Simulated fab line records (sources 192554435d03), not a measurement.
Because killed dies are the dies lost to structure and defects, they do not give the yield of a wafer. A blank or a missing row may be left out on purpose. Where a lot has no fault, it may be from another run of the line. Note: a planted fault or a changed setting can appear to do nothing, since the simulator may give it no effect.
What tool caused it? || flow n5Finfet || 27 wafers from 9 lots sampled at 5 of the route's 1938 steps

== WHAT THE GAUGES READ, wafer by wafer ==
N5_BEOL_M4_RC_MEAS_101. Usual: DIBL_N 36.3 mV/V, standard deviation 1.6; DIBL_P 36.4 mV/V, standard deviation 2.1; IOFF_N 0.16 nA/um, standard deviation 0.032; IOFF_P 0.22 nA/um, standard deviation 0.044; ION_N 675 uA/um, standard deviation 12; ION_P 463 uA/um, standard deviation 8.3; SS_N 71.6 mV/dec, standard deviation 0.64; SS_P 73.3 mV/dec, standard deviation 0.67; VT_N 250 mV, standard deviation 3.3; VT_P -250 mV, standard deviation 3.7.
{"lot": "L834", "measured": "day 10 10:26", "on": "prober-02", "DIBL_N (mV/V)": "38.8 35.0 36.4", "DIBL_P (mV/V)": "38.2 33.1 35.1", "IOFF_N (nA/um)": "0.18 0.12 0.15", "IOFF_P (nA/um)": "0.23 0.16 0.20", "ION_N (uA/um)": "684 666 686", "ION_P (uA/um)": "466 455 464", "SS_N (mV/dec)": "71.7 70.6 71.9", "SS_P (mV/dec)": "73.9 73.1 73.5", "VT_N (mV)": "252 256 251", "VT_P (mV)": "-247 -255 -251", "flag": ""}
{"lot": "L840", "measured": "day 11 17:00", "on": "prober-02", "DIBL_N (mV/V)": "35.4 37.9 36.7", "DIBL_P (mV/V)": "35.7 38.7 37.3", "IOFF_N (nA/um)": "0.15 0.21 0.18", "IOFF_P (nA/um)": "0.18 0.23 0.20", "ION_N (uA/um)": "665 697 674", "ION_P (uA/um)": "457 468 454", "SS_N (mV/dec)": "71.2 71.7 71.2", "SS_P (mV/dec)": "72.8 74.1 73.0", "VT_N (mV)": "251 246 249", "VT_P (mV)": "-254 -250 -251", "flag": ""}
{"lot": "L844", "measured": "day 13 03:26", "on": "prober-01", "DIBL_N (mV/V)": "33.4 35.7 36.9", "DIBL_P (mV/V)": "34.7 36.9 39.4", "IOFF_N (nA/um)": "0.13 0.16 0.19", "IOFF_P (nA/um)": "0.18 0.22 0.26", "ION_N (uA/um)": "657 672 668", "ION_P (uA/um)": "454 461 463", "SS_N (mV/dec)": "71.0 71.3 72.0", "SS_P (mV/dec)": "72.7 73.6 74.2", "VT_N (mV)": "252 250 247", "VT_P (mV)": "-250 -250 -248", "flag": ""}
{"lot": "L846", "measured": "day 13 18:07", "on": "prober-02", "DIBL_N (mV/V)": "34.7 33.1 35.3", "DIBL_P (mV/V)": "35.1 33.9 35.8", "IOFF_N (nA/um)": "0.14 0.11 0.15", "IOFF_P (nA/um)": "0.20 0.18 0.20", "ION_N (uA/um)": "663 651 668", "ION_P (uA/um)": "458 457 462", "SS_N (mV/dec)": "71.4 71.3 71.0", "SS_P (mV/dec)": "73.7 73.1 74.1", "VT_N (mV)": "253 257 251", "VT_P (mV)": "-253 -252 -251", "flag": ""}
{"lot": "L849", "measured": "day 14 11:29", "on": "prober-02", "DIBL_N (mV/V)": "34.9 37.0 37.3", "DIBL_P (mV/V)": "35.0 37.8 37.6", "IOFF_N (nA/um)": "0.14 0.18 0.18", "IOFF_P (nA/um)": "0.19 0.24 0.23", "ION_N (uA/um)": "666 681 685", "ION_P (uA/um)": "465 469 467", "SS_N (mV/dec)": "71.3 71.4 71.3", "SS_P (mV/dec)": "72.3 73.3 73.4", "VT_N (mV)": "251 246 244", "VT_P (mV)": "-251 -247 -249", "flag": ""}
{"lot": "L853", "measured": "day 15 18:29", "on": "prober-02", "DIBL_N (mV/V)": "35.4 34.7 40.7", "DIBL_P (mV/V)": "36.1 35.6 41.8", "IOFF_N (nA/um)": "0.13 0.13 0.24", "IOFF_P (nA/um)": "0.16 0.16 0.26", "ION_N (uA/um)": "665 662 697", "ION_P (uA/um)": "456 456 463", "SS_N (mV/dec)": "71.8 71.1 73.0", "SS_P (mV/dec)": "72.6 73.2 74.2", "VT_N (mV)": "254 252 245", "VT_P (mV)": "-253 -256 -247", "flag": ""}

== WHAT TOOL EACH LOT RAN ON (gives the tool, then ch and the chambers of the sampled wafers, and finally the start) ==
{"lot": "L834", "N5_BEOL_M0_SAQP_SPACER1_ETCHBACK_99": "rieDiel-01 ch 1,2,3, day 6 10:08", "N5_BEOL_M0_SAQP_MANDREL1_REMOVE_100": "rieSi-05 ch 0,2,3, day 6 10:13", "N5_BEOL_M0_SAQP_ETCH_102": "rieSi-03 ch 1,3, day 6 10:28", "N5_BEOL_M0_SAQP_MANDREL_ETCH_103": "rieSi-03 ch 1,3, day 6 10:31"}
{"lot": "L836", "N5_BEOL_M0_SAQP_SPACER1_ETCHBACK_99": "rieDiel-01 ch 1,2, day 6 21:29", "N5_BEOL_M0_SAQP_MANDREL1_REMOVE_100": "rieSi-03 ch 0,1,3, day 6 21:34", "N5_BEOL_M0_SAQP_ETCH_102": "rieSi-04 ch 0,1, day 6 21:49", "N5_BEOL_M0_SAQP_MANDREL_ETCH_103": "rieSi-04 ch 0,1, day 6 21:51"}
{"lot": "L837", "N5_BEOL_M0_SAQP_SPACER1_ETCHBACK_99": "rieDiel-01 ch 1,2,3, day 7 00:55", "N5_BEOL_M0_SAQP_MANDREL1_REMOVE_100": "rieSi-03 ch 1,3, day 7 00:59", "N5_BEOL_M0_SAQP_ETCH_102": "rieSi-04 ch 0,2,3, day 7 01:22", "N5_BEOL_M0_SAQP_MANDREL_ETCH_103": "rieSi-04 ch 0,2,3, day 7 01:24"}
{"lot": "L838", "N5_BEOL_M0_SAQP_SPACER1_ETCHBACK_99": "rieDiel-05 ch 0,2, day 7 09:05", "N5_BEOL_M0_SAQP_MANDREL1_REMOVE_100": "rieSi-05 ch 0,2,3, day 7 09:11", "N5_BEOL_M0_SAQP_ETCH_102": "rieSi-03 ch 0,1,2, day 7 09:26", "N5_BEOL_M0_SAQP_MANDREL_ETCH_103": "rieSi-03 ch 0,1,2, day 7 09:28"}
{"lot": "L840", "N5_BEOL_M0_SAQP_SPACER1_ETCHBACK_99": "rieDiel-05 ch 0,3, day 7 22:41", "N5_BEOL_M0_SAQP_MANDREL1_REMOVE_100": "rieSi-04 ch 0,1,3, day 7 22:46", "N5_BEOL_M0_SAQP_ETCH_102": "rieSi-03 ch 0,3, day 7 23:01", "N5_BEOL_M0_SAQP_MANDREL_ETCH_103": "rieSi-03 ch 0,3, day 7 23:03"}
{"lot": "L844", "N5_BEOL_M0_SAQP_SPACER1_ETCHBACK_99": "rieDiel-04 ch 1,2,3, day 8 23:23", "N5_BEOL_M0_SAQP_MANDREL1_REMOVE_100": "rieSi-03 ch 0,1, day 8 23:28", "N5_BEOL_M0_SAQP_ETCH_102": "rieSi-04 ch 0,1,2, day 8 23:44", "N5_BEOL_M0_SAQP_MANDREL_ETCH_103": "rieSi-04 ch 0,1,2, day 8 23:46"}
{"lot": "L846", "N5_BEOL_M0_SAQP_SPACER1_ETCHBACK_99": "rieDiel-05 ch 0,1,2, day 9 09:11", "N5_BEOL_M0_SAQP_MANDREL1_REMOVE_100": "rieSi-04 ch 0,1,3, day 9 09:17", "N5_BEOL_M0_SAQP_ETCH_102": "rieSi-03 ch 1,2,3, day 9 09:32", "N5_BEOL_M0_SAQP_MANDREL_ETCH_103": "rieSi-03 ch 1,2,3, day 9 09:34"}
{"lot": "L849", "N5_BEOL_M0_SAQP_SPACER1_ETCHBACK_99": "rieDiel-04 ch 0,1,3, day 9 23:58", "N5_BEOL_M0_SAQP_MANDREL1_REMOVE_100": "rieSi-03 ch 0,1,2, day 10 00:04", "N5_BEOL_M0_SAQP_ETCH_102": "rieSi-04 ch 0,1,3, day 10 00:19", "N5_BEOL_M0_SAQP_MANDREL_ETCH_103": "rieSi-04 ch 0,1,3, day 10 00:21"}
{"lot": "L853", "N5_BEOL_M0_SAQP_SPACER1_ETCHBACK_99": "rieDiel-05 ch 0,2,3, day 11 01:46", "N5_BEOL_M0_SAQP_MANDREL1_REMOVE_100": "rieSi-03 ch 1,2,3, day 11 01:52", "N5_BEOL_M0_SAQP_ETCH_102": "rieSi-04 ch 1,2,3, day 11 02:07", "N5_BEOL_M0_SAQP_MANDREL_ETCH_103": "rieSi-04 ch 1,2,3, day 11 02:09"}
- N5_BEOL_M0_SAQP_SPACER1_ETCHBACK_99: etches SiO2 in CHF3/O2, target depth 15.4 nm, time 7.7 s.
- N5_BEOL_M0_SAQP_MANDREL1_REMOVE_100: chemistry HBr/Cl2/O2, target a-Si, stops on SiNx, bt time 10 s.
- N5_BEOL_M0_SAQP_ETCH_102: etches SiO2 in CF4, target depth 4 nm, time 4.4 s.
- N5_BEOL_M0_SAQP_MANDREL_ETCH_103: etches a-Si in HBr/Cl2, stops on SiCN, target depth 45 nm, bt time 10 s, time 27 s.

== AS READ BY THE TOOLS THEMSELVES (means over the sampled wafers that have a number; for cases with no such wafer, the mark the record gives instead) ==
N5_BEOL_M0_SAQP_SPACER1_ETCHBACK_99. Usual: CHF3_flow_sccm 49.99 sccm, standard deviation 0.15; biasW 170.0 W, standard deviation 0.49; drypumpMotorCurrentA 5.6 A, standard deviation 0.49; oesProductAu 0.80 a.u., standard deviation 0.082; rfFwdPowerW 645.3 W, standard deviation 2.3; rfVppV 520 V, standard deviation 8.4; showerheadPlenumPTorr 2.41 Torr, standard deviation 0.067; throttleValvePct 18.97 %, standard deviation 0.19.
{"lot": "L834", "tool": "rieDiel-01", "CHF3_flow_sccm (sccm)": 50.03, "biasW (W)": 169.9, "drypumpMotorCurrentA (A)": 5.8, "oesProductAu (a.u.)": 0.85, "rfFwdPowerW (W)": 645.8, "rfVppV (V)": 521, "showerheadPlenumPTorr (Torr)": 2.44, "throttleValvePct (%)": 18.78, "flag": ""}
{"lot": "L836", "tool": "rieDiel-01", "CHF3_flow_sccm (sccm)": 49.99, "biasW (W)": 170.0, "drypumpMotorCurrentA (A)": 5.5, "oesProductAu (a.u.)": 0.82, "rfFwdPowerW (W)": 643.2, "rfVppV (V)": 522, "showerheadPlenumPTorr (Torr)": 2.46, "throttleValvePct (%)": 18.67, "flag": ""}
{"lot": "L837", "tool": "rieDiel-01", "CHF3_flow_sccm (sccm)": 49.90, "biasW (W)": 169.9, "drypumpMotorCurrentA (A)": 5.8, "oesProductAu (a.u.)": 0.83, "rfFwdPowerW (W)": 646.0, "rfVppV (V)": 521, "showerheadPlenumPTorr (Torr)": 2.44, "throttleValvePct (%)": 18.79, "flag": ""}
{"lot": "L838", "tool": "rieDiel-05", "CHF3_flow_sccm (sccm)": 50.00, "biasW (W)": 169.8, "drypumpMotorCurrentA (A)": 5.0, "oesProductAu (a.u.)": 0.74, "rfFwdPowerW (W)": 643.0, "rfVppV (V)": 517, "showerheadPlenumPTorr (Torr)": 2.43, "throttleValvePct (%)": 19.03, "flag": ""}
{"lot": "L840", "tool": "rieDiel-05", "CHF3_flow_sccm (sccm)": 49.93, "biasW (W)": 169.7, "drypumpMotorCurrentA (A)": 4.8, "oesProductAu (a.u.)": 0.77, "rfFwdPowerW (W)": 645.0, "rfVppV (V)": 517, "showerheadPlenumPTorr (Torr)": 2.44, "throttleValvePct (%)": 18.96, "flag": ""}
{"lot": "L844", "tool": "rieDiel-04", "CHF3_flow_sccm (sccm)": 49.99, "biasW (W)": 170.2, "drypumpMotorCurrentA (A)": 5.7, "oesProductAu (a.u.)": 0.77, "rfFwdPowerW (W)": 645.4, "rfVppV (V)": 515, "showerheadPlenumPTorr (Torr)": 2.36, "throttleValvePct (%)": 19.01, "flag": ""}
{"lot": "L846", "tool": "rieDiel-05", "CHF3_flow_sccm (sccm)": 50.13, "biasW (W)": 170.1, "drypumpMotorCurrentA (A)": 5.3, "oesProductAu (a.u.)": 0.79, "rfFwdPowerW (W)": 646.4, "rfVppV (V)": 518, "showerheadPlenumPTorr (Torr)": 2.46, "throttleValvePct (%)": 19.07, "flag": ""}
{"lot": "L849", "tool": "rieDiel-04", "CHF3_flow_sccm (sccm)": 49.92, "biasW (W)": 170.2, "drypumpMotorCurrentA (A)": 5.8, "oesProductAu (a.u.)": 0.75, "rfFwdPowerW (W)": 644.7, "rfVppV (V)": 526, "showerheadPlenumPTorr (Torr)": 2.37, "throttleValvePct (%)": 19.14, "flag": ""}
{"lot": "L853", "tool": "rieDiel-05", "CHF3_flow_sccm (sccm)": 50.06, "biasW (W)": 170.0, "drypumpMotorCurrentA (A)": 5.1, "oesProductAu (a.u.)": 0.77, "rfFwdPowerW (W)": 647.8, "rfVppV (V)": 515, "showerheadPlenumPTorr (Torr)": 2.39, "throttleValvePct (%)": 19.01, "flag": ""}

N5_BEOL_M0_SAQP_MANDREL1_REMOVE_100. Usual: biasW 30.01 W, standard deviation 0.093; drypumpMotorCurrentA 5.8 A, standard deviation 0.4; oesProductAu 0.997 a.u., standard deviation 0.016; rfFwdPowerW 596.9 W, standard deviation 1.9; throttleValvePct 36.61 %, standard deviation 0.2.
{"lot": "L834", "tool": "rieSi-05", "biasW (W)": 29.95, "drypumpMotorCurrentA (A)": 6.2, "oesProductAu (a.u.)": 1.001, "rfFwdPowerW (W)": 593.5, "throttleValvePct (%)": 36.65, "flag": ""}
{"lot": "L836", "tool": "rieSi-03", "biasW (W)": 30.12, "drypumpMotorCurrentA (A)": 5.8, "oesProductAu (a.u.)": 0.996, "rfFwdPowerW (W)": 596.5, "throttleValvePct (%)": 36.54, "flag": ""}
{"lot": "L837", "tool": "rieSi-03", "biasW (W)": 30.09, "drypumpMotorCurrentA (A)": 5.4, "oesProductAu (a.u.)": 0.985, "rfFwdPowerW (W)": 597.0, "throttleValvePct (%)": 36.62, "flag": ""}
{"lot": "L838", "tool": "rieSi-05", "biasW (W)": 30.01, "drypumpMotorCurrentA (A)": 6.2, "oesProductAu (a.u.)": 0.996, "rfFwdPowerW (W)": 599.5, "throttleValvePct (%)": 36.65, "flag": ""}
{"lot": "L840", "tool": "rieSi-04", "biasW (W)": 30.00, "drypumpMotorCurrentA (A)": 5.8, "oesProductAu (a.u.)": 1.010, "rfFwdPowerW (W)": 597.0, "throttleValvePct (%)": 36.94, "flag": ""}
{"lot": "L844", "tool": "rieSi-03", "biasW (W)": 30.15, "drypumpMotorCurrentA (A)": 5.6, "oesProductAu (a.u.)": 0.993, "rfFwdPowerW (W)": 596.4, "throttleValvePct (%)": 36.66, "flag": ""}
{"lot": "L846", "tool": "rieSi-04", "biasW (W)": 30.04, "drypumpMotorCurrentA (A)": 5.8, "oesProductAu (a.u.)": 1.014, "rfFwdPowerW (W)": 597.9, "throttleValvePct (%)": 36.93, "flag": ""}
{"lot": "L849", "tool": "rieSi-03", "biasW (W)": 29.92, "drypumpMotorCurrentA (A)": 5.8, "oesProductAu (a.u.)": 0.998, "rfFwdPowerW (W)": 597.8, "throttleValvePct (%)": 36.52, "flag": ""}
{"lot": "L853", "tool": "rieSi-03", "biasW (W)": 30.02, "drypumpMotorCurrentA (A)": 5.6, "oesProductAu (a.u.)": 1.004, "rfFwdPowerW (W)": 597.3, "throttleValvePct (%)": 36.49, "flag": ""}

N5_BEOL_M0_SAQP_ETCH_102. Usual: biasW 399.8 W, standard deviation 1.2; cf4FlowSccm 80.01 sccm, standard deviation 0.26; drypumpMotorCurrentA 5.7 A, standard deviation 0.34; oesProductAu 1.000 a.u., standard deviation 0.022; rfFwdPowerW 791 W, standard deviation 3.3; throttleValvePct 21.81 %, standard deviation 0.18.
{"lot": "L834", "tool": "rieSi-03", "biasW (W)": 399.2, "cf4FlowSccm (sccm)": 80.14, "drypumpMotorCurrentA (A)": 5.4, "oesProductAu (a.u.)": 0.985, "rfFwdPowerW (W)": 792, "throttleValvePct (%)": 21.69, "flag": ""}
{"lot": "L836", "tool": "rieSi-04", "biasW (W)": "-", "cf4FlowSccm (sccm)": "-", "drypumpMotorCurrentA (A)": "-", "oesProductAu (a.u.)": "-", "rfFwdPowerW (W)": "-", "throttleValvePct (%)": "-", "flag": "OFF"}
{"lot": "L837", "tool": "rieSi-04", "biasW (W)": "-", "cf4FlowSccm (sccm)": "-", "drypumpMotorCurrentA (A)": "-", "oesProductAu (a.u.)": "-", "rfFwdPowerW (W)": "-", "throttleValvePct (%)": "-", "flag": "OFF"}
{"lot": "L838", "tool": "rieSi-03", "biasW (W)": "-", "cf4FlowSccm (sccm)": "-", "drypumpMotorCurrentA (A)": "-", "oesProductAu (a.u.)": "-", "rfFwdPowerW (W)": "-", "throttleValvePct (%)": "-", "flag": "OFF"}
{"lot": "L840", "tool": "rieSi-03", "biasW (W)": 400.6, "cf4FlowSccm (sccm)": 80.11, "drypumpMotorCurrentA (A)": 6.0, "oesProductAu (a.u.)": 1.009, "rfFwdPowerW (W)": 790, "throttleValvePct (%)": 21.65, "flag": ""}
{"lot": "L844", "tool": "rieSi-04", "biasW (W)": 400.0, "cf4FlowSccm (sccm)": 80.00, "drypumpMotorCurrentA (A)": 5.6, "oesProductAu (a.u.)": 0.986, "rfFwdPowerW (W)": 791, "throttleValvePct (%)": 22.01, "flag": ""}
{"lot": "L846", "tool": "rieSi-03", "biasW (W)": 399.8, "cf4FlowSccm (sccm)": 80.22, "drypumpMotorCurrentA (A)": 5.6, "oesProductAu (a.u.)": 0.991, "rfFwdPowerW (W)": 790, "throttleValvePct (%)": 21.66, "flag": ""}
{"lot": "L849", "tool": "rieSi-04", "biasW (W)": 399.0, "cf4FlowSccm (sccm)": 79.76, "drypumpMotorCurrentA (A)": 5.8, "oesProductAu (a.u.)": 1.010, "rfFwdPowerW (W)": 792, "throttleValvePct (%)": 21.94, "flag": ""}
{"lot": "L853", "tool": "rieSi-04", "biasW (W)": 400.1, "cf4FlowSccm (sccm)": 80.05, "drypumpMotorCurrentA (A)": 5.6, "oesProductAu (a.u.)": 1.002, "rfFwdPowerW (W)": 793, "throttleValvePct (%)": 21.90, "flag": ""}

N5_BEOL_M0_SAQP_MANDREL_ETCH_103. Usual: HBr_flow_sccm 150.0 sccm, standard deviation 0.38; biasW 75.00 W, standard deviation 0.21; drypumpMotorCurrentA 5.8 A, standard deviation 0.34; oesProductAu 0.684 a.u., standard deviation 0.013; rfFwdPowerW 794.8 W, standard deviation 3; throttleValvePct 35.46 %, standard deviation 0.27.
{"lot": "L834", "tool": "rieSi-03", "HBr_flow_sccm (sccm)": 150.6, "biasW (W)": 75.00, "drypumpMotorCurrentA (A)": 5.4, "oesProductAu (a.u.)": 0.678, "rfFwdPowerW (W)": 794.9, "throttleValvePct (%)": 35.36, "flag": ""}
{"lot": "L836", "tool": "rieSi-04", "HBr_flow_sccm (sccm)": 150.1, "biasW (W)": 74.85, "drypumpMotorCurrentA (A)": 5.8, "oesProductAu (a.u.)": 0.681, "rfFwdPowerW (W)": 795.2, "throttleValvePct (%)": 35.87, "flag": ""}
{"lot": "L837", "tool": "rieSi-04", "HBr_flow_sccm (sccm)": 150.4, "biasW (W)": 75.00, "drypumpMotorCurrentA (A)": 5.7, "oesProductAu (a.u.)": 0.681, "rfFwdPowerW (W)": 792.9, "throttleValvePct (%)": 35.51, "flag": ""}
{"lot": "L838", "tool": "rieSi-03", "HBr_flow_sccm (sccm)": 150.0, "biasW (W)": 74.87, "drypumpMotorCurrentA (A)": 5.8, "oesProductAu (a.u.)": 0.690, "rfFwdPowerW (W)": 794.7, "throttleValvePct (%)": 35.25, "flag": ""}
{"lot": "L840", "tool": "rieSi-03", "HBr_flow_sccm (sccm)": 150.2, "biasW (W)": 74.97, "drypumpMotorCurrentA (A)": 6.0, "oesProductAu (a.u.)": 0.689, "rfFwdPowerW (W)": 798.4, "throttleValvePct (%)": 35.18, "flag": ""}
{"lot": "L844", "tool": "rieSi-04", "HBr_flow_sccm (sccm)": 150.0, "biasW (W)": 75.01, "drypumpMotorCurrentA (A)": 5.7, "oesProductAu (a.u.)": 0.687, "rfFwdPowerW (W)": 797.3, "throttleValvePct (%)": 35.70, "flag": ""}
{"lot": "L846", "tool": "rieSi-03", "HBr_flow_sccm (sccm)": 149.9, "biasW (W)": 74.79, "drypumpMotorCurrentA (A)": 5.6, "oesProductAu (a.u.)": 0.684, "rfFwdPowerW (W)": 790.9, "throttleValvePct (%)": 35.24, "flag": ""}
{"lot": "L849", "tool": "rieSi-04", "HBr_flow_sccm (sccm)": 150.0, "biasW (W)": 74.86, "drypumpMotorCurrentA (A)": 5.8, "oesProductAu (a.u.)": 0.690, "rfFwdPowerW (W)": 796.6, "throttleValvePct (%)": 35.67, "flag": ""}
{"lot": "L853", "tool": "rieSi-04", "HBr_flow_sccm (sccm)": 150.3, "biasW (W)": 74.95, "drypumpMotorCurrentA (A)": 5.6, "oesProductAu (a.u.)": 0.675, "rfFwdPowerW (W)": 795.1, "throttleValvePct (%)": 35.61, "flag": ""}

== THE ANSWER, worked out from the rows above alone ==
Rule: a lot counts as off when the mean over its wafers that have a number is more than 3 standard deviations away from the usual mean. Also off: a lot with no number at a reading for which 4 or more lots have one. Any other lot the step has rows for is counted as sound. After the gauges, taken in route order, come the tools' own readings; for these a lot's mean is taken, as printed above. The first step at which some lot is off is used, and at that step the reading that is off furthest; a lot without a number counts as furthest.
Off: L836, L837, L838 (N5_BEOL_M0_SAQP_ETCH_102, biasW). Without a number there: L836, L837, L838.
A tool fits if, at that step or a process step before it, it ran every lot that is off, and no sound lot after the first of them. None of those tried fits.

== WHAT WAS PUT IN BY THE SIMULATOR ==
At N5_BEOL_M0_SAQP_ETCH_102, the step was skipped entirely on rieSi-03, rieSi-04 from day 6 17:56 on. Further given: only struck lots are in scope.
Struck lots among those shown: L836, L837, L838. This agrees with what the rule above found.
